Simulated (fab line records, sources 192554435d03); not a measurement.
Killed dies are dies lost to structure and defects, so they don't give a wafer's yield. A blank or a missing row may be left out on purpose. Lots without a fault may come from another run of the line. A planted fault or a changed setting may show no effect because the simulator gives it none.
A struck lot beside a sound one | flow n5_finfet | 38 steps out of a route of 1938
Sound: wafers L729.4, L729.5, L729.6. Struck: wafers L718.3, L718.6. The cause comes at the end.
At each step with rows: each side's tool, then ch and its chambers, then its first start. Under that, the readings that differ: sound wafers | struck wafers | difference of the means | sigmas: that difference in standard deviations of wafers without a fault.
alike: readings whose means differ by less than 2 such deviations, and words and numbers that are the same on both sides. not compared: withheld readings, readings that some wafer has no value for, bounds like >300 that may hide the same value, and numbers for which the record gives no deviation and whose values overlap.
The two part at a step that has a row with sigmas, a row that says differs or no value, or rows on one side only. Numbers that don't overlap but have no deviation are shown without sigmas and don't part them. A reading that every wafer of one side lacks parts them only if that side has two wafers or more.

first, 9 steps without rows for these wafers: N5_BEOL_M4_ANNEAL_95 (time 240 s); N5_BEOL_M4_SPUTTER_96 (material Cu, target thk 4.5 nm, time 8.29 s); N5_BEOL_M4_ECD_50 (material Cu, target thk 300 nm); N5_BEOL_M4_ANNEAL_51 (time 90 s); N5_BEOL_M4_CMP_52 (polishes, stops on SiOC, t overpolish 6.8 s, target thk 40 nm); N5_BEOL_M4_PRE_CLEAN_60 (time 15 s); N5_BEOL_M4_CO_CAP_55 (material Co, precursor CCTBA/H2, target thk 2 nm, time 102.1 s); N5_BEOL_M4_PRE_CLEAN_56 (time 15 s); N5_BEOL_M4_DEP_57 (deposits SiCN from 3MS/NH3, target thk 8 nm, time 14 s).
N5_BEOL_M4_RC_MEAS_101:
  sound on prober-02 ch 0, day 15 15:19; struck on prober-01 ch 0, day 12 20:36
  alike: DIBL_N, DIBL_P, IOFF_N, IOFF_P, ION_N, ION_P, SS_N, SS_P, VT_N, VT_P
then, 24 steps without rows for these wafers: N5_BEOL_M5_ILD_DEP_00 (deposits SiCOH lowk from DEMS/porogen, target thk 140.64 nm, time 25.9 s); N5_BEOL_M5_CURE_79 (cures SiCOH lowk, time 240 s); N5_BEOL_M5_PECVD_70 (deposits SiO2 from TEOS/O2, target thk 16 nm, time 18 s); N5_BEOL_M5_HM_DEP_02 (deposits TiN, target thk 20 nm); N5_BEOL_M5_COAT_59 (time 60 s, resist thk 60 nm); N5_BEOL_M5_COAT_60 (time 60 s, resist thk 12 nm); N5_BEOL_M5_COAT_71 (time 60 s, resist thk 5 nm); N5_BEOL_M5_COAT_05 (resist thk 30 nm); N5_BEOL_M5_EBR_07; N5_BEOL_M5_SOFTBAKE_06 (time 60 s); N5_BEOL_M5_EXPOSE_08 (exposes mask M5, target cd 28 nm); N5_BEOL_M5_PEB_09 (peb time 60 s); N5_BEOL_M5_DEVELOP_10 (develop time 30 s); N5_BEOL_M5_DESCUM_16 (chemistry O2, time 7 s); N5_BEOL_M5_ETCH_72 (etches underlayer in N2/H2, target depth 6.5 nm, time 5.2 s); N5_BEOL_M5_ETCH_61 (etches SiARC in CF4, target depth 15.6 nm, time 26 s); N5_BEOL_M5_ETCH_62 (etches SOC in N2/H2, target depth 75 nm, overetch 15 nm, time 112.5 s); N5_BEOL_M5_STRIP_63 (strips in N2/H2); N5_BEOL_M5_STRIP_73 (strips in N2/H2); N5_BEOL_M5_STRIP_64 (strips in CF4); N5_BEOL_M5_HM_OPEN_17 (chemistry Cl2/BCl3, target TiN, target depth 20 nm, overetch 6 nm); N5_BEOL_M5_STRIP_19 (strips in O2); N5_BEOL_M5_COAT_65 (time 60 s, resist thk 60 nm); N5_BEOL_M5_COAT_66 (time 60 s, resist thk 12 nm).
-- the record jumps here: 3 days lie between the struck wafers' starts before and after (it left off in module BEOL_M5 and takes up again in module BEOL_M12, whose first step shown is number 1653 of the route) --
N5_BEOL_M12_CMP_49: polishes, stops on SiOC, t overpolish 20.6 s, target thk 320 nm.
  sound on cmp-04 ch 0,3, day 18 16:34; struck on cmp-02 ch 1,2, day 15 20:04
  reading                      | sound                | struck      | difference | sigmas
  barrier_field_endpoint_s (s) | 30.9 31.8 30.7       | 59.7 60.1   | +28.8      | +42
  overpolish_run_s (s)         | 20.610 20.601 20.607 | 6.536 6.122 | -14.277    | -99 or more
  alike: motor_current_A, slurry_flow_ml_min
  not compared: pad_life_wafers
N5_BEOL_M12_THK_MEAS_50: measures by xrf.
  sound on film_metro-02, day 18 16:52; struck on film_metro-02, day 15 20:22
  reading      | sound       | struck  | difference | sigmas
  M12_THK (nm) | 326 321 327 | 616 599 | +283       | +51
N5_BEOL_M12_INSPECT_55: inspects for defects (darkfield).
  sound on defect_inspect-02, day 18 17:01; struck on defect_inspect-01, day 15 20:31
  reading          | sound    | struck    | difference | sigmas
  raw_defect_count | 58 68 63 | 4710 4829 | +4706      | +99 or more
N5_PASSIVATION_PROBE_49:
  the record has rows for the struck wafers here (prober-02, day 17 06:17) and none for the sound ones

WHERE THEY PART
First at N5_BEOL_M12_CMP_49; last, within this record, at N5_PASSIVATION_PROBE_49.

WHY: what the simulator had put in
Process parameter drift: cmp-02, from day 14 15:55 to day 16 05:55, at N5_BEOL_M12_CMP_49. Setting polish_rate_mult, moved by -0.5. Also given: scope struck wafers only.
